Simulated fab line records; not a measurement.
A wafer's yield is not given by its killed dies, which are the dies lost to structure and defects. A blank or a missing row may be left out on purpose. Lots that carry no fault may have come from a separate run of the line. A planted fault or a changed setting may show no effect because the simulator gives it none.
Struck lot and sound lot, side by side || flow nand harc || 15 out of 1302 route steps
Sound: these wafers, L646.2, L646.3, L646.6. Wafers struck: L643.1, L643.2, L643.6. Last of all comes the cause.
Order at every step that has rows: each side's tool, ch and its chambers, its first start. Under that, the readings that differ: sound wafers || struck wafers || difference of the means || sigmas: that difference in standard deviations of wafers without a fault.
alike: readings with means less than 2 such deviations apart, plus words and numbers identical on both sides. not compared: withheld readings, readings lacking a value on some wafer, bounds such as >300 that could conceal the same value, and numbers that have no deviation in the record and whose values overlap.
A row with sigmas, a row that says differs or no value, or rows on one side alone: a step with any of these is where the two part. Non-overlapping numbers with no deviation appear without sigmas and do not part them. A reading missing from all wafers of one side parts the sides only when that side holds two or more wafers.

NHARC_A_STAIRCASE_STRIP_274: strips in O2.
  sound: rie diel-03 ch 0,2; struck: rie diel-03 ch 0,1,2
  alike: drypump motor current A, oes product au, rf vpp V, showerhead plenum p Torr, throttle valve pct
  not compared: rf hours counter h
then, 3 steps without rows for these wafers: NHARC_A_STAIRCASE_STRIP_275 (strips in SPM, time 900 s); NHARC_A_STAIRCASE_PRECLEAN_276 (cleans in SC1); NHARC_A_STAIRCASE_SRD_277.
NHARC_A_STAIRCASE_HM_DEP_459: deposits aC, target thk 1500 nm.
  sound on acl dep-03 ch 0, day 24 22:37; struck on acl dep-02 ch 0, day 23 06:42
  alike: throttle valve pct
NHARC_A_STAIRCASE_DEP_280: deposits SiON, target thk 30 nm.
  sound on pecvd-04 ch 1,2, day 25 00:10; struck on pecvd-04 ch 1,2, day 23 08:33
  alike: heater power w
then, 5 steps without rows for these wafers: NHARC_A_STAIRCASE_DEHYDRATE_281 (time 120 s); NHARC_A_STAIRCASE_HMDS_282 (time 30 s); NHARC_A_STAIRCASE_COAT_283; NHARC_A_STAIRCASE_SOFTBAKE_284 (time 170 s); NHARC_A_STAIRCASE_EBR_285.
NHARC_A_STAIRCASE_EXPOSE_286: exposes mask CHOP 100.
  sound on krf scanner-02 ch 0, day 25 00:46; struck on krf scanner-03 ch 0, day 23 09:09
{"reading": "exposure dose mJ cm2", "sound": "24.987 25.006 25.006", "struck": "18.941 18.913 18.939", "difference": -6.069, "sigmas": "-99 or more"}
  alike: mask
then, 2 steps without rows for these wafers: NHARC_A_STAIRCASE_PEB_287 (peb time 130 s); NHARC_A_STAIRCASE_DEVELOP_288 (time 140 s).
-- the record jumps here: 9 days lie between the struck wafers' starts before and after (it left off in module A_STAIRCASE and takes up again in module END, whose first step shown is number 1302 of the route) --
NHARC_END_SORT_01:
  sound on prober-01 ch 0, day 33 08:41; struck on prober-01 ch 0, day 32 08:20
{"reading": "killed at periphery", "sound": "2 3 2", "struck": "10 4 13", "difference": "+7", "sigmas": "+2"}
  alike: killed at array, killed at other, killed dies, killed open, killed short

== WHERE THEY PART ==
At NHARC_A_STAIRCASE_EXPOSE_286 first; at NHARC_END_SORT_01 last (within this record only).

WHY: what the simulator had put in
Process parameter drift: krf scanner-03, from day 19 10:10 on, at NHARC_A_STAIRCASE_EXPOSE_286. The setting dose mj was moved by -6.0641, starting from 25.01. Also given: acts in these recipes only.
